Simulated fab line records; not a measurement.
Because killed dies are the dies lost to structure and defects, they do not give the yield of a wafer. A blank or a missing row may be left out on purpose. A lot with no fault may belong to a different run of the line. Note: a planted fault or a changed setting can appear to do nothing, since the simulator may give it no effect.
Chamber matching + flow nand harc + NHARC_A_CONTACT_DEP_58 on pecvd-04 has 3 sister chambers
The step deposits SiON, target thk 90 nm. 27 wafers are shown with their chamber, then 12 later ones without.

EACH WAFER AND ITS CHAMBER
| wafer  | chamber | heater power w (W) |
|--------|---------|--------------------|
| L074.1 | 0       | 831                |
| L074.3 | 2       | 701                |
| L074.4 | 0       | 841                |
| L076.2 | 2       | 669                |
| L076.4 | 0       | 897                |
| L076.5 | 2       | 679                |
| L079.1 | 0       | 823                |
| L079.4 | 1       | 642                |
| L079.6 | 2       | 754                |
| L081.3 | 2       | 687                |
| L081.4 | 1       | 626                |
| L081.5 | 2       | 704                |
| L080.1 | 1       | 656                |
| L080.4 | 0       | 807                |
| L080.5 | 1       | 663                |
| L083.3 | 2       | 694                |
| L083.5 | 2       | 695                |
| L083.6 | 0       | 881                |
| L084.3 | 2       | 655                |
| L084.4 | 1       | 687                |
| L084.6 | 2       | 656                |
| L085.1 | 0       | 841                |
| L085.5 | 0       | 832                |
| L085.6 | 1       | 597                |
| L086.1 | 1       | 615                |
| L086.4 | 0       | 883                |
| L086.5 | 2       | 746                |

SIGNATURES (means of the wafers above)
| reading        | chamber 0 | chamber 1 | chamber 2 | scatter within a chamber |
|----------------|-----------|-----------|-----------|--------------------------|
| heater power w | 848.44    | 640.86    | 694.55    | 31.4                     |
Rule: for each reading, subtract the chamber's mean from the wafer's reading, divide by that reading's scatter and square the result; add these up over the readings and take the root, which gives the wafer's distance from the chamber. The wafer belongs to the nearest chamber; if the next one is less than 2 further off, it can't be placed. The scatter: the root of (the sum of the squares of (reading less its chamber's mean) over the shown wafers, divided by (wafers less chambers)).

WAFERS WHOSE CHAMBER IS MISSING
| wafer  | heater power w (W) |
|--------|--------------------|
| L089.1 | 760                |
| L089.2 | 626                |
| L089.6 | 787                |
| L090.2 | 838                |
| L090.4 | 708                |
| L090.5 | 864                |
| L092.1 | 806                |
| L092.4 | 744                |
| L092.6 | 564                |
| L094.3 | 902                |
| L094.4 | 643                |
| L094.5 | 740                |

EACH ONE'S CHAMBER
| wafer  | from the rows above          | in truth |
|--------|------------------------------|----------|
| L089.1 | can't be placed: 2 or 0 or 1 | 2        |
| L089.2 | can't be placed: 1 or 2      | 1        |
| L089.6 | can't be placed: 0 or 2      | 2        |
| L090.2 | 0                            | 0        |
| L090.4 | can't be placed: 2 or 1      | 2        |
| L090.5 | 0                            | 0        |
| L092.1 | 0                            | 0        |
| L092.4 | can't be placed: 2 or 1 or 0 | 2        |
| L092.6 | can't be placed: 1 or 2      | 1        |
| L094.3 | 0                            | 0        |
| L094.4 | can't be placed: 1 or 2      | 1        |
| L094.5 | can't be placed: 2 or 1      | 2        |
Placed correctly: 4 of 12. Not placeable from these rows: 8 (in 8, the candidates include the true chamber). Placed wrongly: 0.
